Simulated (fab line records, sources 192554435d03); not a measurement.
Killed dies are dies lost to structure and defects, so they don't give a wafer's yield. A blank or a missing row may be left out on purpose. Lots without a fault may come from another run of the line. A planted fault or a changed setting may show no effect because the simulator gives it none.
Which tool did it? | flow n5_finfet | 12 lots, 36 wafers sampled, at 1 step of a route of 1938

WHAT THE GAUGES READ, wafer by wafer
N5_BEOL_M13_OVL_MEAS_11.
lot  | measured     | on         | V12_OVL (nm)
L075 | day 11 03:19 | overlay-02 | -4 8 6
L078 | day 12 03:04 | overlay-01 | -10 -8 -4
L079 | day 12 09:55 | overlay-02 | 1 -2 5
L081 | day 12 18:42 | overlay-01 | -3 -8 -14
L083 | day 13 07:06 | overlay-02 | -5 -8 2
L085 | day 14 03:31 | overlay-01 | -2 -5 4
L087 | day 14 07:51 | overlay-01 | -3 -10 -7
L090 | day 15 06:25 | overlay-02 | -7 -12 -13
L092 | day 15 18:41 | overlay-01 | -6 2 0
L094 | day 16 01:12 | overlay-02 | -2 -1 1
L095 | day 16 08:47 | overlay-02 | -1 -7 -2
L097 | day 16 18:58 | overlay-01 | -4 -19 -1

WHICH TOOL RAN EACH LOT (tool, then ch and the chambers of the sampled wafers, then the start)
The record holds no process step before these readings.

THE ANSWER, worked out from the rows above alone
Rule: what is usual is taken from the lots themselves. Put in order of their means at a reading, lots are off if they are a third of the lots or fewer, leave a main group of 4 or more, and stand apart from it by a gap of 3 or more times the standard deviation of the main group's means; of several such gaps the widest counts. A main group whose means are all the same, to the digits that the tables above print for the reading, isn't used. A lot without any number at a reading at which 4 lots or more have one is off too. The other lots that the step has rows for count as sound.
No lot is off at any reading shown: from this, nothing can be told.

WHAT THE SIMULATOR HAD PUT IN
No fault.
